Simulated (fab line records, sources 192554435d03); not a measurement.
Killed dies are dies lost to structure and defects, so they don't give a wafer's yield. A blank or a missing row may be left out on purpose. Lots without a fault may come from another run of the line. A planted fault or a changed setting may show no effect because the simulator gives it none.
A struck lot beside a sound one | flow n5_finfet | 15 steps out of a route of 1938
Sound: wafers L884.1, L884.3, L884.4. Struck: wafers L882.4, L882.5, L882.6. The cause comes at the end.
At each step with rows: each side's tool, then ch and its chambers, then its first start. Under that, the readings that differ: sound wafers | struck wafers | difference of the means | sigmas: that difference in standard deviations of wafers without a fault.
alike: readings whose means differ by less than 2 such deviations, and words and numbers that are the same on both sides. not compared: withheld readings, readings that some wafer has no value for, bounds like >300 that may hide the same value, and numbers for which the record gives no deviation and whose values overlap.
The two part at a step that has a row with sigmas, a row that says differs or no value, or rows on one side only. Numbers that don't overlap but have no deviation are shown without sigmas and don't part them. A reading that every wafer of one side lacks parts them only if that side has two wafers or more.

first, 8 steps without rows for these wafers: N5_BEOL_M8_COAT_64 (time 60 s, resist thk 12 nm); N5_BEOL_M8_COAT_71 (time 60 s, resist thk 5 nm); N5_BEOL_M8_COAT_22 (resist thk 30 nm); N5_BEOL_M8_EBR_24; N5_BEOL_M8_SOFTBAKE_23 (time 60 s); N5_BEOL_M8_EXPOSE_25 (exposes mask V7, target cd 40 nm); N5_BEOL_M8_PEB_26 (peb time 60 s); N5_BEOL_M8_DEVELOP_27 (develop time 30 s).
N5_BEOL_M8_CD_MEAS_28: target cd 40 nm.
  sound on cd_sem-02 ch 0, day 15 15:54; struck on cd_sem-02 ch 0, day 14 13:43
  alike: cd_nm
N5_BEOL_M8_OVL_MEAS_29:
  sound on overlay-02 ch 0, day 15 15:56; struck on overlay-01 ch 0, day 14 13:46
  alike: V7_OVL
N5_BEOL_M8_INSPECT_30: inspects for defects (brightfield).
  sound on defect_inspect-01, day 15 15:59; struck on defect_inspect-02, day 14 13:48
  alike: raw_defect_count
N5_BEOL_M8_DESCUM_33: chemistry O2, time 7 s.
  sound on rie_diel-06 ch 0,2,3, day 15 16:07; struck on rie_diel-06 ch 0,1,3, day 14 13:53
  reading                | sound    | struck | difference                    | sigmas
  rf_hours_counter_h (h) | 6 235 17 | - - -  | no value on the struck wafers |
  alike: bias_power_w, chamber_pressure_mTorr, drypump_motor_current_A, oes_product_au, rf_fwd_power_W, rf_vpp_V, showerhead_plenum_p_Torr, throttle_valve_pct
N5_BEOL_M8_ETCH_72: etches underlayer in N2/H2, target depth 6.5 nm, time 5.2 s.
  sound on rie_diel-06 ch 0,2,3, day 15 16:08; struck on rie_diel-06 ch 0,1,3, day 14 13:55
  no value came back on the struck wafers for any of 10 readings (bias_w (W), chamber_pressure_mTorr (mTorr) and others); on the sound wafers bias_w (W) reads 150.3 150.7 149.9
  reading                                      | sound          | struck       | difference | sigmas
  model.CAR-EUV_of_BEOL_M8_COAT_22.thk_nm (nm) | 20.4 20.4 20.4 | 26.2 26.2 26 | +5.7       |
N5_BEOL_M8_ETCH_65: etches SiARC in CF4, target depth 15.6 nm, time 26 s.
  sound on rie_diel-06 ch 0,2,3, day 15 16:10; struck on rie_diel-06 ch 0,1,3, day 14 13:56
  reading                                      | sound          | struck     | difference                    | sigmas
  rf_hours_counter_h (h)                       | 6 235 17       | - - -      | no value on the struck wafers |
  model.CAR-EUV_of_BEOL_M8_COAT_22.thk_nm (nm) | 11.2 11.2 11.4 | 17 17 16.8 | +6                            |
  alike: bias_w, cf4_flow_sccm, chamber_pressure_mTorr, drypump_motor_current_A, etch_rf_on_time_s, oes_product_au, rf_fwd_power_W, rf_vpp_V, showerhead_plenum_p_Torr, throttle_valve_pct
N5_BEOL_M8_ETCH_66: etches SOC in N2/H2, target depth 80 nm, overetch 16 nm, time 120 s.
  sound on rie_diel-06 ch 0,2,3, day 15 16:11; struck on rie_diel-06 ch 0,1,3, day 14 13:59
  reading                | sound    | struck | difference                    | sigmas
  rf_hours_counter_h (h) | 6 235 17 | - - -  | no value on the struck wafers |
  alike: bias_w, chamber_pressure_mTorr, drypump_motor_current_A, oes_product_au, rf_fwd_power_W, rf_vpp_V, showerhead_plenum_p_Torr, throttle_valve_pct

WHERE THEY PART
First at N5_BEOL_M8_DESCUM_33; last, within this record, at N5_BEOL_M8_ETCH_66.

WHY: what the simulator had put in
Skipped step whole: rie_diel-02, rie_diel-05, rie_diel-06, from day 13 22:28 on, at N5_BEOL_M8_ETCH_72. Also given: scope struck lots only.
